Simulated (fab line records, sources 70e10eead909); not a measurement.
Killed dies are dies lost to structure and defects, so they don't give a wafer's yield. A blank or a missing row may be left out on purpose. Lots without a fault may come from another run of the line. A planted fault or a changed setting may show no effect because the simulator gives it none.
Which tool did it? | flow nand_harc | 12 lots, 36 wafers sampled, at 2 steps of a route of 1302

WHAT THE GAUGES READ, wafer by wafer
NHARC_A_CONTACT_CD_MEAS_53.
lot  | measured     | on        | cd_nm (nm)
L075 | day 21 21:44 | cd_sem-03 | 289.6 289.4 289.9
L076 | day 22 18:45 | cd_sem-02 | 289.9 289.3 290.0
L079 | day 23 08:25 | cd_sem-02 | 289.8 289.9 289.6
L081 | day 24 03:44 | cd_sem-03 | 288.9 288.8 289.3
L083 | day 25 09:01 | cd_sem-01 | 289.7 290.0 289.6
L085 | day 26 07:58 | cd_sem-01 | 288.8 289.1 289.4
L087 | day 26 22:47 | cd_sem-01 | 289.9 290.5 290.5
L088 | day 27 20:52 | cd_sem-03 | 289.9 289.7 290.4
L090 | day 28 19:58 | cd_sem-02 | 288.6 289.1 288.7
L095 | day 29 19:44 | cd_sem-02 | 288.6 288.2 289.0
L093 | day 30 02:44 | cd_sem-03 | 289.9 290.2 289.9
L097 | day 31 04:37 | cd_sem-03 | 289.4 289.4 289.4

WHICH TOOL RAN EACH LOT (tool, then ch and the chambers of the sampled wafers, then the start)
lot  | NHARC_A_CONTACT_ETCH_96
L075 | rie_diel-03 ch 1,2, day 21 21:44 or earlier
L076 | rie_diel-01 ch 0,2,3, day 22 18:45 or earlier
L079 | rie_diel-01 ch 1,2,3, day 23 08:25 or earlier
L081 | rie_diel-03 ch 0,1,2, day 24 03:44 or earlier
L083 | rie_diel-03 ch 2,3, day 25 09:01 or earlier
L085 | rie_diel-03 ch 0,3, day 26 07:58 or earlier
L087 | rie_diel-10 ch 1,2,3, day 26 22:47 or earlier
L088 | rie_diel-10 ch 1,2,3, day 27 20:52 or earlier
L090 | rie_diel-03 ch 0,1,2, day 28 19:58 or earlier
L095 | rie_diel-03 ch 0,1,2, day 29 19:39
L093 | rie_diel-10 ch 0,1,3, day 30 02:44 or earlier
L097 | rie_diel-10 ch 0,2,3, day 31 04:37 or earlier
- NHARC_A_CONTACT_ETCH_96: etches the open film in C4F6/O2, target depth 20 nm, time 10 s.

THE ANSWER, worked out from the rows above alone
Rule: what is usual is taken from the lots themselves. Put in order of their means at a reading, lots are off if they are a third of the lots or fewer, leave a main group of 4 or more, and stand apart from it by a gap of 3 or more times the standard deviation of the main group's means; of several such gaps the widest counts. A main group whose means are all the same, to the digits that the tables above print for the reading, isn't used. A lot without any number at a reading at which 4 lots or more have one is off too. The other lots that the step has rows for count as sound.
No lot is off at any reading shown: from this, nothing can be told.

WHAT THE SIMULATOR HAD PUT IN
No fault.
